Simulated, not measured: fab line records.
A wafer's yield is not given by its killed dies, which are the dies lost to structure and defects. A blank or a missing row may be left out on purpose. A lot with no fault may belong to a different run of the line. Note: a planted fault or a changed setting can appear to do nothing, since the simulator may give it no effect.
Chamber matching ; flow nand harc ; NHARC_P_CONTACT_ALD_22 on ald metal-03: 4 sister chambers
The step deposits TiN, target thk 3 nm, pulse time 1 s, ald cycles 150. 4 wafers are shown with their chamber, then 8 later ones without.

EACH WAFER AND ITS CHAMBER
wafer;chamber;heater power w (W)
L083.2;2;1366
L089.1;0;1065
L089.3;3;988
L090.1;1;1112

WAFERS MISSING THEIR CHAMBER
wafer;heater power w (W)
L090.5;1370
L090.6;1112
L092.1;1087
L092.3;1106
L092.6;1089
L096.1;1406
L096.2;1105
L096.3;979

THE CHAMBER EACH PASSED THROUGH
wafer;from the rows above;in truth
L090.5;2;2
L090.6;1;1
L092.1;can't be placed: 0 or 1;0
L092.3;can't be placed: 1 or 0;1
L092.6;can't be placed: 1 or 0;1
L096.1;2;2
L096.2;can't be placed: 1 or 0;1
L096.3;3;3
Correctly placed: 4 of 8. From these rows, 4 cannot be placed; in 4 the true chamber is one of the candidates. Wrongly placed: 0.
How it was worked out, from the rows above alone: a wafer's distance from a chamber is the root of the sum, over the readings, of the square of ((its reading less the chamber's mean) divided by the reading's scatter). If the next closest chamber is less than 2 further off than the closest, the wafer can't be placed; otherwise it belongs to the closest. A chamber's mean is the mean of its shown wafers. The scatter (one wafer shown for each chamber): square how far every hidden wafer sits from the nearest shown wafer, average those squares and take the square root.
